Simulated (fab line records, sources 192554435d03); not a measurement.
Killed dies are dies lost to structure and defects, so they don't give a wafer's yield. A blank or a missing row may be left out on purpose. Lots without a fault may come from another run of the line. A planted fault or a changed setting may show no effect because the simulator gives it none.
A struck lot beside a sound one | flow n5_finfet | 37 steps out of a route of 1938
Sound: wafers L894.1, L894.2, L894.5. Struck: wafers L907.2, L907.4, L907.6. The cause comes at the end.
At each step with rows: each side's tool, then ch and its chambers, then its first start. Under that, the readings that differ: sound wafers | struck wafers | difference of the means | sigmas: that difference in standard deviations of wafers without a fault.
alike: readings whose means differ by less than 2 such deviations, and words and numbers that are the same on both sides. not compared: withheld readings, readings that some wafer has no value for, bounds like >300 that may hide the same value, and numbers for which the record gives no deviation and whose values overlap.
The two part at a step that has a row with sigmas, a row that says differs or no value, or rows on one side only. Numbers that don't overlap but have no deviation are shown without sigmas and don't part them. A reading that every wafer of one side lacks parts them only if that side has two wafers or more.

first, 10 steps without rows for these wafers: N5_HKMG_FIN_ALD_21 (deposits TiN, target thk 1.5 nm, pulse time 1 s, purge time 3 s); N5_HKMG_FIN_ALD_72 (deposits W, target thk 2 nm, pulse time 1 s, purge time 2 s); N5_HKMG_FIN_W_FILL_22 (material W, target thk 60 nm, time 18.2 s); N5_HKMG_FIN_PRECLEAN_83 (cleans in DIW, time 57.5 s); N5_HKMG_FIN_SRD_84 (dry time 32 s); N5_HKMG_FIN_CMP_23 (polishes, stops on SiNx, t overpolish 10 s, target thk 46.326 nm); N5_HKMG_FIN_CMP_94 (polishes, stops on SiNx, t overpolish 4.7 s, target thk 43.299 nm); N5_GATE_CUT_ETCHBACK_00 (etches W in SF6/Cl2); N5_GATE_CUT_ETCH_56 (etches TiN in Cl2/Ar, target depth 21.6 nm); N5_GATE_CUT_ETCHBACK_30 (etches TiN in Cl2/Ar, target depth 3 nm).
N5_GATE_CUT_VAPOR_ETCH_60: etches HfO2 in BCl3/Cl2.
  sound on rie_metal-01 ch 0,1, day 6 05:46; struck on rie_metal-02 ch 0,1, day 9 08:15
  alike: drypump_motor_current_A, he_backside_leak_sccm, oes_product_au
then, 25 steps without rows for these wafers: N5_GATE_CUT_ETCH_58 (etches SiNx in CH3F/O2, target depth 17 nm, time 128.6 s); N5_GATE_CUT_STRIP_59 (strips in N2/H2, time 20 s); N5_GATE_CUT_PRECLEAN_31 (cleans in DIW, time 300 s); N5_GATE_CUT_SRD_32 (time 30 s); N5_GATE_CUT_SAC_CAP_01 (material SiNx, target thk 24 nm, pulse time 1 s, ald cycles 480); N5_GATE_CUT_PECVD_57 (deposits SiNx from SiH4/NH3/N2, target thk 21 nm); N5_GATE_CUT_CMP_02 (polishes, stops on SiO2, t overpolish 12.7 s, target thk 0 nm); N5_GATE_CUT_HM_DEP_46 (deposits SiO2 from TEOS/O2, target thk 130 nm, time 26.6 s); N5_GATE_CUT_COAT_34 (time 60 s, resist thk 60 nm); N5_GATE_CUT_COAT_35 (time 60 s, resist thk 10 nm); N5_GATE_CUT_COAT_27 (time 60 s, resist thk 10 nm); N5_GATE_CUT_COAT_07 (resist thk 30 nm); N5_GATE_CUT_EBR_09; N5_GATE_CUT_SOFTBAKE_08 (time 60 s); N5_GATE_CUT_EXPOSE_10 (exposes mask GATE CUT, target cd 20 nm); N5_GATE_CUT_PEB_11 (peb time 60 s); N5_GATE_CUT_DEVELOP_12 (develop time 30 s); N5_GATE_CUT_DESCUM_18 (chemistry O2, time 7 s); N5_GATE_CUT_ETCH_28 (etches underlayer in N2/H2, target depth 13 nm, time 10.4 s); N5_GATE_CUT_ETCH_36 (etches SiARC in CF4, target depth 13 nm, time 21.7 s); N5_GATE_CUT_ETCH_37 (etches SOC in N2/H2, target depth 60 nm, overetch 12 nm, time 90 s); N5_GATE_CUT_STRIP_38 (strips in N2/H2); N5_GATE_CUT_STRIP_39 (strips in N2/H2); N5_GATE_CUT_HM_OPEN_40 (chemistry C4F6/O2, target SiO2, target depth 139 nm, time 85.1 s); N5_GATE_CUT_STRIP_41 (strips in CF4).
-- the record jumps here: 10 days lie between the struck wafers' starts before and after (it left off in module GATE_CUT and takes up again in module PASSIVATION, whose first step shown is number 1936 of the route) --
N5_PASSIVATION_PROBE_49:
  the record has rows for the struck wafers here (prober-02, day 18 21:41) and none for the sound ones

WHERE THEY PART
Only at N5_PASSIVATION_PROBE_49, within this record.

WHY: what the simulator had put in
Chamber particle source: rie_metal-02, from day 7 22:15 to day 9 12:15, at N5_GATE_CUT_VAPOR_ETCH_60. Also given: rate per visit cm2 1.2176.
